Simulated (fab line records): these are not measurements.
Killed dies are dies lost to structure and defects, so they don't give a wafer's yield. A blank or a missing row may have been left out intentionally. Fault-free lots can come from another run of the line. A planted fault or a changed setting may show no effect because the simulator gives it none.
The tool behind it: which one? -- flow nandHarc -- 14 lots, 42 wafers sampled, at 4 steps of a route of 1302

WHAT THE GAUGES READ, wafer by wafer
NHARC_A_ONON_D2_THK_MEAS_14: measures by ellipsometry.
lot,measured,on,thkNm (nm)
L206,day 13 03:05,filmMetro-02,993 993 994
L207,day 13 05:50,filmMetro-01,1012 1012 1011
L208,day 13 19:48,filmMetro-01,998 997 999
L209,day 14 04:22,filmMetro-02,987 988 988
L210,day 14 15:48,filmMetro-02,1014 1016 1015
L211,day 14 15:21,filmMetro-02,707 706 709
L213,day 16 01:43,filmMetro-01,710 709 709
L220,day 18 10:19,filmMetro-01,1007 1005 1008
L223,day 20 01:08,filmMetro-01,997 999 997
L225,day 20 08:20,filmMetro-01,984 984 982
L224,day 20 08:20,filmMetro-02,1000 1000 1000
L226,day 21 07:37,filmMetro-01,994 997 995
L227,day 21 07:34,filmMetro-02,1000 1000 997
L228,day 22 06:58,filmMetro-01,985 984 983

NHARC_END_SORT_01.
lot,measured,on,killedAtArray,killedAtOther,killedAtPeriphery,killedDies,killedOpen,killedShort
L211,day 26 09:59,prober-01,670 674 672,4 3 1,3 0 4,677 677 677,5 3 3,1 2 4
L213,day 28 08:25,prober-01,669 676 674,6 0 1,2 1 2,677 677 677,6 5 3,2 1 3
L223,day 32 23:20,prober-02,51 43 35,3 1 0,4 1 2,58 45 37,2 3 3,2 3 1

WHAT TOOL EACH LOT RAN ON (gives the tool, then ch and the chambers of the sampled wafers, and finally the start)
lot,NHARC_A_DECK1_JOINT_ETCHBACK_07,NHARC_A_ONON_D2_DEP_12
L206,"rieSi-02 ch 0,1,3, day 11 09:56","pecvdOnon-02 ch 0, day 13 02:41"
L207,"rieSi-05 ch 0,3, day 11 17:02","pecvdOnon-03 ch 0, day 13 05:31"
L208,"rieSi-05 ch 0,1,3, day 12 05:31","pecvdOnon-03 ch 0, day 13 19:17"
L209,"rieSi-02 ch 0,1, day 12 11:20","pecvdOnon-03 ch 0, day 14 03:55"
L210,"rieSi-04 ch 0,2,3, day 12 19:35","pecvdOnon-04 ch 0, day 14 15:16"
L211,"rieSi-04 ch 2,3, day 13 01:50","pecvdOnon-03 ch 0, day 14 14:50"
L213,"rieSi-02 ch 1,2, day 14 09:34","pecvdOnon-03 ch 0, day 16 01:12"
L220,"rieSi-02 ch 0,3, day 16 19:08","pecvdOnon-04 ch 0, day 18 09:52"
L223,"rieSi-05 ch 0,1,3, day 18 12:13","pecvdOnon-03 ch 0, day 20 00:49"
L225,"rieSi-04 ch 0,1,3, day 18 21:01","pecvdOnon-03 ch 0, day 20 07:50"
L224,"rieSi-05 ch 0,1,3, day 18 21:04","pecvdOnon-04 ch 0, day 20 08:00"
L226,"rieSi-02 ch 0,3, day 19 20:09","pecvdOnon-02 ch 0, day 21 07:05"
L227,"rieSi-05 ch 1,2,3, day 19 20:10","pecvdOnon-03 ch 0, day 21 07:06"
L228,"rieSi-05 ch 1,3, day 20 11:35","pecvdOnon-02 ch 0, day 22 06:28"
- NHARC_A_DECK1_JOINT_ETCHBACK_07: etches the open film in HBr, target depth 105 nm, time 26.9 s.
- NHARC_A_ONON_D2_DEP_12: target thk 1000 nm.

WHAT THE TOOLS THEMSELVES READ (means of the sampled wafers that have a number; where no wafer has one, the mark that the record gives instead)
NHARC_A_DECK1_JOINT_ETCHBACK_07.
lot,tool,drypumpMotorCurrentA (A),hbrFlowSccm (sccm),oesProductAu (a.u.),throttleValvePct (%)
L206,rieSi-02,5.9,150.2,0.993,23.265
L207,rieSi-05,5.5,150.3,1.004,23.265
L208,rieSi-05,5.6,150.1,0.998,23.261
L209,rieSi-02,5.9,149.7,0.997,23.268
L210,rieSi-04,6.1,150.2,0.993,23.261
L211,rieSi-04,5.8,150.2,0.999,23.268
L213,rieSi-02,5.6,149.8,1.003,23.266
L220,rieSi-02,5.7,150.1,1.004,23.266
L223,rieSi-05,5.6,149.9,1.005,23.266
L225,rieSi-04,6.2,150.1,0.995,23.268
L224,rieSi-05,5.6,149.7,0.998,23.264
L226,rieSi-02,5.8,150.2,1.002,23.262
L227,rieSi-05,5.9,150.0,1.008,23.273
L228,rieSi-05,5.7,150.2,1.001,23.266

THE ANSWER, worked out from the rows above alone
Rule: what is usual is taken from the lots themselves. The widest of any qualifying gaps counts: lots, ordered by their means at a reading, are off when they make up no more than a third of the lots, leave a main group of 4 or more, and stand apart from it by 3 or more times the standard deviation of that group's means. If all means in a main group match to the digits the tables above print for the reading, that group is not used. Also off: a lot with no number at a reading for which 4 or more lots have one. Any other lot the step has rows for is counted as sound. The gauges are gone through in route order, then the tools' own readings, and for those a lot's mean is taken as printed above. At the first step where some lot is off, the reading lying furthest off is the one used; lots without a number count as furthest.
Off, at NHARC_A_ONON_D2_THK_MEAS_14 on thkNm: L211, L213. Main group: mean 998 nm, sd 9.6.
If a tool, at a process step before that reading, ran all the lots that are off and no sound lot after the first of them, it fits. The gauges at NHARC_A_ONON_D2_THK_MEAS_14 are tried like those tools. Not one of the candidates tried fits.

WHAT HAD BEEN PUT IN BY THE SIMULATOR
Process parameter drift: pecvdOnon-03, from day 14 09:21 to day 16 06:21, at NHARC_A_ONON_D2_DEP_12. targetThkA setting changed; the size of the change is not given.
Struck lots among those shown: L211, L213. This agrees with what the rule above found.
